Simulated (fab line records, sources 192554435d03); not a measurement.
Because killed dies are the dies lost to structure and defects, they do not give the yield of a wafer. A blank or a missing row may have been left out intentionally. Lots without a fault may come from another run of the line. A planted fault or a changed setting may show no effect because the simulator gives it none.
Matching of chambers | flow n5 finfet | N5_BEOL_M8_DESCUM_16 on rie diel-02: 4 sister chambers
The step chemistry O2, time 7.9 s. 16 wafers are shown with their chamber, then 8 later ones without.

WAFERS PAIRED WITH THEIR CHAMBERS
wafer  | chamber | showerhead plenum p Torr (Torr) | drypump motor current A (A) | throttle valve pct (%)
L077.1 | 0       | 2.14                            | 5.7                         | 20.34
L077.4 | 1       | 2.06                            | 6.6                         | 20.36
L077.5 | 3       | 2.22                            | 5.5                         | 20.02
L078.1 | 1       | 2.06                            | 6.7                         | 20.36
L078.4 | 3       | 2.22                            | 5.5                         | 20.03
L078.6 | 0       | 2.14                            | 5.6                         | 20.34
L082.1 | 1       | 2.05                            | 6.7                         | 20.39
L082.2 | 0       | 2.14                            | 5.6                         | 20.36
L082.3 | 2       | 2.03                            | 5.5                         | 20.49
L084.2 | 3       | 2.21                            | 5.5                         | 20.07
L084.4 | 2       | 2.02                            | 5.5                         | 20.49
L084.5 | 1       | 2.05                            | 6.6                         | 20.39
L089.1 | 2       | 2.02                            | 5.5                         | 20.51
L089.4 | 0       | 2.14                            | 5.6                         | 20.38
L089.5 | 1       | 2.05                            | 6.6                         | 20.41
L094.3 | 2       | 2.02                            | 5.5                         | 20.53

SIGNATURES (means of the wafers above)
reading                  | chamber 0 | chamber 1 | chamber 2 | chamber 3 | scatter within a chamber
showerhead plenum p Torr | 2.1400    | 2.0540    | 2.0225    | 2.2167    | 0.00467
drypump motor current A  | 5.625     | 6.640     | 5.500     | 5.500     | 0.0403
throttle valve pct       | 20.3550   | 20.3820   | 20.5050   | 20.0400   | 0.0214
Rule: a wafer's distance from a chamber is the root of the sum, over the readings, of the square of ((its reading less the chamber's mean) divided by the reading's scatter). The wafer belongs to the nearest chamber; if the next one is less than 2 further off, it can't be placed. The scatter is the square root of a quotient: the sum, over the shown wafers, of each reading's squared deviation from its chamber's mean, divided by wafers minus chambers.

WAFERS MISSING THEIR CHAMBER
wafer  | showerhead plenum p Torr (Torr) | drypump motor current A (A) | throttle valve pct (%)
L094.5 | 2.13                            | 5.6                         | 20.39
L094.6 | 2.05                            | 6.6                         | 20.42
L092.1 | 2.13                            | 5.6                         | 20.38
L092.4 | 2.05                            | 6.6                         | 20.41
L092.5 | 2.13                            | 5.6                         | 20.37
L096.1 | 2.13                            | 5.7                         | 20.40
L096.3 | 2.01                            | 5.5                         | 20.52
L096.4 | 2.04                            | 6.7                         | 20.42

WHICH CHAMBER EACH WENT THROUGH
wafer  | from the rows above | in truth
L094.5 | 0                   | 0
L094.6 | 1                   | 1
L092.1 | 0                   | 0
L092.4 | 1                   | 1
L092.5 | 0                   | 0
L096.1 | 0                   | 0
L096.3 | 2                   | 2
L096.4 | 1                   | 1
8 of 8 placed correctly. From these rows, 0 cannot be placed. Placed wrongly: 0.
